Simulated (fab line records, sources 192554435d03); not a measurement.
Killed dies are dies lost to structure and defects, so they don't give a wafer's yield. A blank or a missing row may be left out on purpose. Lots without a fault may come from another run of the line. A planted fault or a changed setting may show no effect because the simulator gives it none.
fab line records | flow n5_finfet
record lots=7 wafers=39
route steps=1938 shown FIN_SAQP@102 HKMG_FIN@397 MOL_CONTACT_COAG@586 BEOL_M2@887 BEOL_M4@1021
start_h: hours from the record's first day to the start of the lot's first wafer shown | wait_h: hours since the lot's step before | " the same as in the row above | L1.1+2: a row that stands for several wafers | - no value, or no start given | * or withheld: withheld | < > ~ a bound
route shown NAME@n: a module of which the file shows steps, and the number in the route of the first | usual: mean/standard deviation of fault-free wafers | same: alike in all rows | chamber/n: place in a boat | sites: the reading at each site | _std_site: their standard deviation | _edge_site: outer sites' mean less inner sites' | radius_mm: how far each site lies from the wafer's centre | mask NAME#n: copy n | behind: the tool/chamber that last shaped the wafer | hold: why the lot was held/for how many hours/how that ended | device: the transistor (n, p or np) that didn't switch | end of line: the same wafers' tests at the end of the route | a step without rows: its recipe alone | killed: dies lost to structure and defects at the first sort, not the wafer's yield | map: a wafer's dies, x killed, . not, _ none there
set.NAME: the setting as run; set.NAME@STEP: as run at that earlier step | model.NAME: the simulator's own value behind a step, which no gauge read
lots whose settings were changed on purpose; a table a step, a row a wafer
## steps
# step N5_FIN_SAQP_HM_DEP_72
# recipe material=SiO2 target_thk_a=120 temp_c=400 precursor=SiH4/N2O pressure_torr=0.75 rf_w=275 time_s=7.2
# columns lot.wafer tool chamber start_h wait_h set.target_thk_a model.SiO2_of_FIN_SAQP_HM_DEP_72.thk_nm
L076.1 pecvd-01 0 33.92 0.0 74.21 7.227
L076.2 " 1 " " 120 12.02
L076.3 " 1 " " 74.21 7.493
L076.4 " 0 " " 120 11.9
L076.5 " 1 " " 74.21 7.677
L076.6 " 0 " " 120 11.77
L077.1 pecvd-04 1 39.48 0.0 174.4 17.42
L077.2 " 2 " " 174.4 17.62
L077.3 " 0 " " 120 11.78
L077.4 " 0 " " 120 11.97
L077.5 " 1 " " 174.4 17.45
L077.6 " 2 " " 120 12.58
L082.1 pecvd-04 2 69.89 0.0 162.1 16.33
L082.2 " 0 " " 162.1 16.08
L082.3 " 1 " " 162.1 15.96
L082.4 " 0 " " 120 12.09
L082.5 " 2 " " 120 12.35
L082.6 " 1 " " 120 11.94
L083.1 pecvd-01 2 76.10 0.0 120 11.63
L083.2 " 1 " " 120 12.03
L083.5 " 1 " " 120 12.17
L085.1 pecvd-01 2 88.44 0.0 153.9 14.95
L085.2 " 0 " " 153.9 15.25
L085.3 " 0 " " 120 11.98
L085.4 " 2 " " 120 11.65
L085.5 " 2 " " 153.9 15.14
L085.6 " 0 " " 120 12.02
L087.1 pecvd-04 2 98.95 0.0 120 12.07
L087.2 " 1 " " 120 11.82
L087.3 " 0 " " 60.41 5.692
L087.4 " 0 " " 60.41 5.92
L087.5 " 1 " " 60.41 6.007
L087.6 " 2 " " 120 12.3
L088.1 pecvd-03 1 105.52 0.0 97.27 9.243
L088.2 " 2 " " 120 11.82
L088.3 " 0 " " 97.27 9.74
L088.4 " 2 " " 120 12.01
L088.5 " 1 " " 97.27 9.314
L088.6 " 0 " " 120 12.14
# step N5_FIN_SAQP_COAT_49
# recipe resist=SOC temp_c=250 time_s=60 spin_rpm=1500 resist_thk_nm=100
# step N5_FIN_SAQP_COAT_50
# recipe resist=SiARC temp_c=220 time_s=60 spin_rpm=1500 resist_thk_nm=35
# step N5_FIN_SAQP_ETCH_52
# recipe chemistry=N2/H2 target=SOC target_depth_a=1000 overetch_a=200 mask_material=SiARC temp_c=40 time_s=150 ion_energy_ev=200 pressure_mtorr=30 source_w=840 bias_w=150 n2_flow_sccm=200 h2_flow_sccm=200 ends=end_point
# step N5_FIN_SAQP_STRIP_53
# recipe chemistry=N2/H2 temp_c=40 n2_flow_sccm=200 h2_flow_sccm=200 rf_frequency_hz=6e+07
# step N5_FIN_SAQP_HM_OPEN_73
# recipe chemistry=CHF3/O2 target=SiO2 stop_on=a-Si target_depth_a=120 over_etch_frac=1.8 mask_material=SOC time_s=16.8 pressure_mtorr=30 source_w=650 bias_w=170 Ar_flow_sccm=200 CHF3_flow_sccm=50 O2_flow_sccm=5 ion_energy_ev=200 ends=end_point
# columns lot.wafer tool chamber start_h wait_h set.target_thk_a@FIN_SAQP_HM_DEP_72 model.etch.depth_nm
L076.1 rie_diel-06 3 34.69 0.0 74.21 7.227
L076.2 " 2 " " 120 12.02
L076.3 " 1 " " 74.21 7.493
L076.4 " 0 " " 120 11.9
L076.5 " 1 " " 74.21 7.677
L076.6 " 0 " " 120 11.77
L077.1 rie_diel-06 0 40.69 0.0 174.4 17.42
L077.2 " 2 " " 174.4 17.62
L077.3 " 1 " " 120 11.78
L077.4 " 3 " " 120 11.97
L077.5 " 3 " " 174.4 17.45
L077.6 " 2 " " 120 12.58
L082.1 rie_diel-04 2 70.64 0.0 162.1 16.33
L082.2 " 0 " " 162.1 16.08
L082.3 " 3 " " 162.1 15.96
L082.4 " 1 " " 120 12.09
L082.5 " 1 " " 120 12.35
L082.6 " 0 " " 120 11.94
L083.1 rie_diel-05 0 76.84 0.0 120 11.63
L083.2 " 3 " " 120 12.03
L083.5 " 3 " " 120 12.17
L085.1 rie_diel-06 3 89.20 0.0 153.9 14.95
L085.2 " 1 " " 153.9 15.25
L085.3 " 2 " " 120 11.98
L085.4 " 0 " " 120 11.65
L085.5 " 2 " " 153.9 15.14
L085.6 " 1 " " 120 12.02
L087.1 rie_diel-04 1 99.80 0.0 120 12.07
L087.2 " 0 " " 120 11.82
L087.3 " 3 " " 60.41 5.692
L087.4 " 2 " " 60.41 5.92
L087.5 " 1 " " 60.41 6.007
L087.6 " 2 " " 120 12.3
L088.1 rie_diel-06 3 106.64 0.0 97.27 9.243
L088.2 " 0 " " 120 11.82
L088.3 " 2 " " 97.27 9.74
L088.4 " 1 " " 120 12.01
L088.5 " 2 " " 97.27 9.314
L088.6 " 1 " " 120 12.14
# step N5_HKMG_FIN_DEVELOP_48
# recipe develop_time_s=30 developer=TMAH resist=CAR-ArF rinse_liquid=diw dry=air_spin dev_temp_c=23
# columns lot.wafer tool chamber start_h wait_h set.develop_time_s
L076.1+3+4 litho_track-02 0 - - 30
L076.2+5+6 " 0 " " 12.57
L077.1+2+4 litho_track-02 0 - - 30
L077.3+5+6 " 0 " " 34.94
L082.1+3+4 litho_track-03 0 - - 30
L082.2+5+6 " 0 " " 20.47
L083.1+2+5 litho_track-02 0 - - 30
L085.1+2+6 litho_track-01 0 - - 36.68
L085.3+4+5 " 0 " " 30
L087.1+2+4 litho_track-02 0 - - 45.79
L087.3+5+6 " 0 " " 30
L088.1+2+3+4+5+6 litho_track-01 0 - - 30
# step N5_HKMG_FIN_CD_MEAS_49
# recipe target_cd_nm=202 landing_energy_ev=500 detector=se_inlens polarity=opening
# usual cd_nm=201.8/0.64
# columns lot.wafer tool chamber start_h wait_h set.develop_time_s@HKMG_FIN_DEVELOP_48 cd_nm
L076.1 cd_sem-01 0 82.30 - 30 201.9
L076.2 " 0 " " 12.57 196.2
L076.3 " 0 " " 30 200.9
L076.4 " 0 " " 30 202.1
L076.5 " 0 " " 12.57 198.1
L076.6 " 0 " " 12.57 196.6
L077.1 cd_sem-01 0 89.62 - 30 202.1
L077.2 " 0 " " 30 200.6
L077.3 " 0 " " 34.94 203.0
L077.4 " 0 " " 30 201.6
L077.5 " 0 " " 34.94 202.7
L077.6 " 0 " " 34.94 202.1
L082.1 cd_sem-02 0 123.79 - 30 201.6
L082.2 " 0 " " 20.47 200.0
L082.3 " 0 " " 30 202.1
L082.4 " 0 " " 30 201.4
L082.5 " 0 " " 20.47 199.8
L082.6 " 0 " " 20.47 200.9
L083.1 cd_sem-02 0 128.27 - 30 202.5
L083.2 " 0 " " 30 200.9
L083.5 " 0 " " 30 202.2
L085.1 cd_sem-03 0 138.68 - 36.68 202.9
L085.2 " 0 " " 36.68 202.5
L085.3 " 0 " " 30 201.7
L085.4 " 0 " " 30 202.6
L085.5 " 0 " " 30 202.3
L085.6 " 0 " " 36.68 203.1
L087.1 cd_sem-02 0 148.79 - 45.79 204.5
L087.2 " 0 " " 45.79 204.3
L087.3 " 0 " " 30 202.2
L087.4 " 0 " " 45.79 203.2
L087.5 " 0 " " 30 202.2
L087.6 " 0 " " 30 201.1
L088.1 cd_sem-02 0 154.77 - 30 201.1
L088.2 " 0 " " 30 200.9
L088.3 " 0 " " 30 201.0
L088.4 " 0 " " 30 202.2
L088.5 " 0 " " 30 201.4
L088.6 " 0 " " 30 200.7
# step N5_HKMG_FIN_DESCUM_53
# recipe chemistry=O2 time_s=7.9 source_power_w=50 bias_power_w=20 pressure_mtorr=20 rf_frequency_hz=2.712e+07 temp_c=40 resist=CAR-ArF o2_flow_sccm=225
# step N5_HKMG_FIN_ETCH_54
# recipe chemistry=CF4 target=SiARC target_depth_a=455 mask_material=CAR-ArF time_s=75.8 ion_energy_ev=80 pressure_mtorr=40 source_w=545 bias_w=36 Ar_flow_sccm=100 cf4_flow_sccm=100 ends=cleared
# columns lot.wafer tool chamber start_h wait_h set.develop_time_s@HKMG_FIN_DEVELOP_48 model.HKMG_FIN.cd_offset_nm
L076.1+4 rie_diel-04 1,2 82.50 0.0 30 0.2
L076.2 " 3 " " 12.57 -5.8
L076.3 " 0 " " 30 -0.8
L076.5 " 2 " " 12.57 -4.2
L076.6 " 3 " " 12.57 -6.2
L077.1 rie_diel-06 1 89.96 0.0 30 0.2
L077.2 " 0 " " 30 -1.2
L077.3 " 2 " " 34.94 0.8
L077.4 " 3 " " 30 -0.6
L077.5+6 " 3,0 " " 34.94 0.6
L082.1 rie_diel-04 0 123.92 0.0 30 0
L082.2 " 1 " " 20.47 -2
L082.3+4 " 2,0 " " 30 -0.2
L082.5 " 2 " " 20.47 -2.2
L082.6 " 1 " " 20.47 -1.4
L083.1 rie_diel-06 3 128.41 0.0 30 0.4
L083.2 " 1 " " 30 -0.8
L083.5 " 2 " " 30 0.2
L085.1+6 rie_diel-06 2,0 138.80 0.0 36.68 1
L085.2 " 3 " " 36.68 0.4
L085.3+5 " 0,2 " " 30 0.2
L085.4 " 3 " " 30 0.6
L087.1 rie_diel-04 2 148.92 0.0 45.79 2.4
L087.2 " 1 " " 45.79 2.6
L087.3 " 3 " " 30 0
L087.4 " 0 " " 45.79 1.8
L087.5 " 0 " " 30 0.6
L087.6 " 3 " " 30 -1
L088.1+5 rie_diel-06 2,3 154.94 0.0 30 -1
L088.2 " 1 " " 30 -1.4
L088.3+6 " 0,2 " " 30 -1.2
L088.4 " 3 " " 30 -0.2
# step N5_MOL_CONTACT_COAG_VIA_ETCH_46
# recipe chemistry=C4F6/O2 target_depth_a=460 overetch_a=92 mask_material=SOC target=SiO2 bias_w=455 pressure_mtorr=10 time_s=40 source_w=325 Ar_flow_sccm=300 C4F6_flow_sccm=10 O2_flow_sccm=10 ion_energy_ev=575.3 ends=end_point
# columns lot.wafer tool chamber start_h wait_h set.target_depth_a model.etch.depth_nm model.SOC_of_MOL_CONTACT_COAG_COAT_75.thk_nm
L076.1 rie_diel-04 3 111.70 0.0 460 44.46 50.6
L076.2 " 2 " " 207.8 29.54 53.6
L076.3 " 1 " " 207.8 30.16 53.6
L076.4 " 0 " " 460 44.55 50.8
L076.5 " 0 " " 207.8 29.53 53.8
L076.6 " 3 " " 460 44.3 50.8
L077.1 rie_diel-06 0 116.44 0.0 460 44.81 51
L077.2 " 2 " " 568.9 44.48 49.4
L077.3 " 1 " " 568.9 44.76 49.6
L077.4 " 3 " " 460 45.75 50.6
L077.5 " 3 " " 568.9 45.09 49.4
L077.6 " 2 " " 460 44.94 50.8
L082.1 rie_diel-06 2 150.68 0.0 460 44.61 50.4
L082.2 " 3 " " 375.9 44.65 51.6
L082.3 " 1 " " 375.9 45.47 52
L082.4 " 3 " " 460 45.68 50.6
L082.5 " 1 " " 375.9 45.39 51.8
L082.6 " 2 " " 460 45.02 50.6
L083.1 rie_diel-04 2 154.89 0.0 460 45.2 50.8
L083.2 " 0 " " 460 44.74 50.8
L083.5 " 3 " " 460 46.41 50.8
L085.1 rie_diel-05 2 165.06 0.0 460 45.68 50.6
L085.2 " 0 " " 561.9 45.97 49.2
L085.3 " 1 " " 561.9 45.33 49.6
L085.4 " 3 " " 460 44.83 50.4
L085.5 " 2 " " 561.9 46.12 49.6
L085.6 " 1 " " 460 46.76 50.8
L087.1 rie_diel-05 0 176.58 0.0 460 45.39 50.6
L087.2 " 2 " " 460 45.02 50.6
L087.3 " 3 " " 460 45.11 50.6
L087.4 " 2 " " 460 46 50.6
L087.5 " 0 " " 460 45.18 50.6
L087.6 " 3 " " 460 45.36 50.6
L088.1 rie_diel-06 0 182.46 0.0 460 45.62 50.8
L088.2 " 2 " " 568.2 45.35 49.2
L088.3 " 3 " " 568.2 44.76 49.2
L088.4 " 1 " " 568.2 45.4 49.4
L088.5 " 3 " " 460 45.93 50.4
L088.6 " 2 " " 460 45.79 50.4
# step N5_MOL_CONTACT_COAG_STRIP_96
# recipe chemistry=N2/H2 power_w=500 temp_c=40 pressure_mtorr=50 rf_frequency_hz=6e+07 overash_fraction=0.3 bias_power_w=28 h2_frac=0.5 n2_flow_sccm=300 h2_flow_sccm=300
# step N5_MOL_CONTACT_COAG_ETCH_47
# recipe chemistry=CH3F/O2 target=SiNx target_depth_a=270 mask_material=SiO2 stop_on=W over_etch_frac=0.2 ion_energy_ev=120 endpoint=OES-CN pressure_mtorr=30 source_w=395 bias_w=73 Ar_flow_sccm=150 CH3F_flow_sccm=30 O2_flow_sccm=20 ends=end_point
# usual etch_rf_on_time_s=31.1/0.5
# columns lot.wafer tool chamber start_h wait_h set.target_depth_a@MOL_CONTACT_COAG_VIA_ETCH_46 etch_rf_on_time_s
L076.1 rie_diel-04 3 111.81 0.0 460 31.2
L076.2 " 2 " " 207.8 50.8
L076.3 " 1 " " 207.8 50.8
L076.4 " 0 " " 460 31.5
L076.5 " 0 " " 207.8 50.8
L076.6 " 3 " " 460 31.3
L077.1 rie_diel-06 0 116.55 0.0 460 31.4
L077.2 " 2 " " 568.9 31.7
L077.3 " 1 " " 568.9 31.7
L077.4 " 3 " " 460 31.1
L077.5 " 3 " " 568.9 30.7
L077.6 " 2 " " 460 31.6
L082.1 rie_diel-06 2 150.78 0.0 460 31.0
L082.2 " 3 " " 375.9 30.7
L082.3 " 1 " " 375.9 31.8
L082.4 " 3 " " 460 30.9
L082.5 " 1 " " 375.9 31.3
L082.6 " 2 " " 460 31.0
L083.1 rie_diel-04 2 154.99 0.0 460 31.7
L083.2 " 0 " " 460 30.9
L083.5 " 3 " " 460 31.3
L085.1 rie_diel-05 2 165.17 0.0 460 31.1
L085.2 " 0 " " 561.9 30.7
L085.3 " 1 " " 561.9 30.9
L085.4 " 3 " " 460 30.6
L085.5 " 2 " " 561.9 30.9
L085.6 " 1 " " 460 31.2
L087.1 rie_diel-05 0 176.69 0.0 460 30.7
L087.2 " 2 " " 460 30.9
L087.3 " 3 " " 460 29.6
L087.4 " 2 " " 460 30.7
L087.5 " 0 " " 460 31.0
L087.6 " 3 " " 460 29.9
L088.1 rie_diel-06 0 182.56 0.0 460 31.6
L088.2 " 2 " " 568.2 31.3
L088.3 " 3 " " 568.2 31.1
L088.4 " 1 " " 568.2 31.8
L088.5 " 3 " " 460 31.3
L088.6 " 2 " " 460 31.2
# step N5_BEOL_M2_VIA_ETCH_34
# recipe chemistry=C4F6/O2 target_depth_a=694 mask_material=SOC pressure_mtorr=15 ion_energy_ev=250 taper_deg=4 time_s=65.9 source_w=350 bias_w=170 Ar_flow_sccm=300 C4F6_flow_sccm=10 O2_flow_sccm=10
# columns lot.wafer tool chamber start_h wait_h set.time_s model.etch.depth_nm model.SOC_of_BEOL_M2_COAT_67.thk_nm
L076.1 rie_diel-05 2 146.22 0.0 65.9 69.88 51.6
L076.2 " 1 " " 65.9 68.37 52.2
L076.3 " 0 " " 65.9 69.95 51.6
L076.4 " 0 " " 65.9 70.37 51.4
L076.5 " 2 " " 65.9 69.82 51.8
L076.6 " 1 " " 65.9 68.95 51.8
L077.1 rie_diel-04 2 157.52 0.0 65.9 69.17 52
L077.2 " 0 " " 55.16 58.94 53
L077.3 " 1 " " 55.16 58.58 53.2
L077.4 " 3 " " 55.16 58.4 53
L077.5 " 3 " " 65.9 69.43 51.8
L077.6 " 0 " " 65.9 70.01 52
L082.1 rie_diel-05 3 195.96 0.0 65.9 72.84 51.2
L082.2 " 0 " " 65.9 70.47 51.4
L082.3 " 1 " " 32.32 35.34 55.8
L082.4 " 2 " " 32.32 34.86 55.8
L082.5 " 3 " " 65.9 73.39 51.4
L082.6 " 0 " " 32.32 34.69 55.6
L083.1 rie_diel-04 2 196.12 0.0 65.9 69.78 52
L083.2 " 1 " " 65.9 70.01 51.6
L083.5 " 1 " " 65.9 69.69 51.8
L085.1 rie_diel-04 3 202.19 0.0 65.9 68.6 52
L085.2 " 2 " " 86.37 90.62 49.6
L085.3 " 0 " " 86.37 91.26 49.6
L085.4 " 1 " " 86.37 92.56 49.6
L085.5 " 3 " " 65.9 68.7 52.2
L085.6 " 2 " " 65.9 68.88 52.2
L087.1 rie_diel-05 3 220.16 0.0 65.9 72.24 51.6
L087.2 " 2 " " 86.59 92.72 49.2
L087.3 " 1 " " 65.9 71.34 51.6
L087.4 " 0 " " 86.59 95.11 48.6
L087.5 " 3 " " 86.59 94.82 49
L087.6 " 0 " " 65.9 72.37 51.2
L088.1 rie_diel-06 3 226.43 0.0 65.9 70.37 51.4
L088.2 " 2 " " 45.28 47.26 54.2
L088.3 " 1 " " 65.9 68.66 51.6
L088.4 " 1 " " 45.28 47.14 54.2
L088.5 " 2 " " 45.28 47.58 54.2
L088.6 " 3 " " 65.9 70.53 51.4
# step N5_BEOL_M4_ILD_DEP_00
# recipe material=SiOC target_thk_a=790 temp_c=350 precursor=DEMS/O2 pressure_torr=5 rf_w=500 time_s=15.3
# columns lot.wafer tool chamber start_h wait_h set.time_s model.SiOC_of_BEOL_M4_ILD_DEP_00.thk_nm
L076.1 pecvd-02 0 161.21 0.0 15.3 77.2
L076.2 " 2 " " 15.3 78.4
L076.3 " 1 " " 15.3 79
L076.4 " 2 " " 15.3 78.8
L076.5 " 0 " " 15.3 78.2
L076.6 " 1 " " 15.3 80.8
L077.1 pecvd-03 0 174.96 0.0 15.3 76.8
L077.2 " 1 " " 15.3 77.6
L077.3 " 2 " " 15.3 78.2
L077.4 " 2 " " 15.3 79.6
L077.5 " 1 " " 15.3 79
L077.6 " 0 " " 15.3 78
L082.1 pecvd-03 1 217.32 0.0 12.44 64.4
L082.2 " 0 " " 15.3 77.6
L082.3 " 1 " " 15.3 79.6
L082.4 " 0 " " 15.3 78.8
L082.5 " 0 " " 12.44 63.4
L082.6 " 1 " " 12.44 64.8
L083.1 pecvd-03 1 221.64 0.0 15.3 78
L083.2 " 0 " " 15.3 77.6
L083.5 " 0 " " 15.3 78.2
L085.1+6 pecvd-03 1,0 224.40 0.0 15.3 78.6
L085.2 " 0 " " 11.42 57.4
L085.3 " 0 " " 15.3 79
L085.4 " 1 " " 11.42 60.8
L085.5 " 1 " " 11.42 60
L087.1 pecvd-03 0 235.58 0.0 15.3 77.2
L087.2 " 1 " " 15.3 78.6
L087.3 " 0 " " 15.3 77.6
L087.4 " 1 " " 6.186 33.4
L087.5 " 0 " " 6.186 30.8
L087.6 " 1 " " 6.186 32.4
L088.1 pecvd-04 0 239.50 0.0 15.3 77
L088.2+3 " 1,2 " " 17.67 89.6
L088.4 " 2 " " 15.3 78.4
L088.5 " 0 " " 15.3 78.8
L088.6 " 1 " " 17.67 90.6
# step N5_BEOL_M4_THK_MEAS_01
# recipe reads=SiOC_of_BEOL_M4_ILD_DEP_00
# usual M4_ILD_THK=78.7/1.3
# columns lot.wafer tool chamber start_h wait_h set.time_s@BEOL_M4_ILD_DEP_00 M4_ILD_THK[nm]
L076.1 film_metro-01 - 161.28 0.0 15.3 77.3
L076.2 " - " " 15.3 78.4
L076.3 " - " " 15.3 79.0
L076.4 " - " " 15.3 78.9
L076.5 " - " " 15.3 78.2
L076.6 " - " " 15.3 80.7
L077.1 film_metro-01 - 175.03 0.0 15.3 76.8
L077.2 " - " " 15.3 77.5
L077.3 " - " " 15.3 78.2
L077.4 " - " " 15.3 79.6
L077.5 " - " " 15.3 78.9
L077.6 " - " " 15.3 78.0
L082.1 film_metro-01 - 217.40 0.1 12.44 64.3
L082.2 " - " " 15.3 77.7
L082.3 " - " " 15.3 79.7
L082.4 " - " " 15.3 78.8
L082.5 " - " " 12.44 63.5
L082.6 " - " " 12.44 64.9
L083.1 film_metro-02 - 221.72 0.1 15.3 77.9
L083.2 " - " " 15.3 77.6
L083.5 " - " " 15.3 78.3
L085.1 film_metro-02 - 224.48 0.1 15.3 78.6
L085.2 " - " " 11.42 57.4
L085.3 " - " " 15.3 78.9
L085.4 " - " " 11.42 60.7
L085.5 " - " " 11.42 59.9
L085.6 " - " " 15.3 78.7
L087.1 film_metro-02 - 235.67 0.1 15.3 77.2
L087.2 " - " " 15.3 78.6
L087.3 " - " " 15.3 77.6
L087.4 " - " " 6.186 33.4
L087.5 " - " " 6.186 30.8
L087.6 " - " " 6.186 32.5
L088.1 film_metro-02 - 239.56 0.0 15.3 77.0
L088.2 " - " " 17.67 89.7
L088.3 " - " " 17.67 89.8
L088.4 " - " " 15.3 78.3
L088.5 " - " " 15.3 78.7
L088.6 " - " " 17.67 90.6
## key
split step=N5_FIN_SAQP_HM_DEP_72 setting=target_thk_a stated=120 by=wafer
response step=N5_FIN_SAQP_HM_DEP_72 reading=model.SiO2_of_FIN_SAQP_HM_DEP_72.thk_nm change=+0.12 per=1% r=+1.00
response step=N5_FIN_SAQP_HM_OPEN_73 reading=model.etch.depth_nm change=+0.12 per=1% r=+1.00
split step=N5_HKMG_FIN_DEVELOP_48 setting=develop_time_s stated=30 by=wafer
response step=N5_HKMG_FIN_CD_MEAS_49 reading=cd_nm change=+0.0585 per=1% r=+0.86
response step=N5_HKMG_FIN_ETCH_54 reading=model.HKMG_FIN.cd_offset_nm change=+0.0653 per=1% r=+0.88
split step=N5_MOL_CONTACT_COAG_VIA_ETCH_46 setting=target_depth_a stated=460 by=wafer
response step=N5_MOL_CONTACT_COAG_VIA_ETCH_46 reading=model.etch.depth_nm shape=bent at_lowest=29.74 at_stated=45.3 at_highest=44.78
response step=N5_MOL_CONTACT_COAG_VIA_ETCH_46 reading=model.SOC_of_MOL_CONTACT_COAG_COAT_75.thk_nm change=-0.0547 per=1% r=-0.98
response step=N5_MOL_CONTACT_COAG_ETCH_47 reading=etch_rf_on_time_s shape=bent at_lowest=* at_stated=* at_highest=*
split step=N5_BEOL_M2_VIA_ETCH_34 setting=time_s stated=65.9 by=wafer
response step=N5_BEOL_M2_VIA_ETCH_34 reading=model.etch.depth_nm change=+0.723 per=1% r=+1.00
response step=N5_BEOL_M2_VIA_ETCH_34 reading=model.SOC_of_BEOL_M2_COAT_67.thk_nm change=-0.084 per=1% r=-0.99
split step=N5_BEOL_M4_ILD_DEP_00 setting=time_s stated=15.3 by=wafer
response step=N5_BEOL_M4_ILD_DEP_00 reading=model.SiOC_of_BEOL_M4_ILD_DEP_00.thk_nm change=+0.766 per=1% r=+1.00
response step=N5_BEOL_M4_THK_MEAS_01 reading=M4_ILD_THK change=+0.767 per=1% r=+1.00
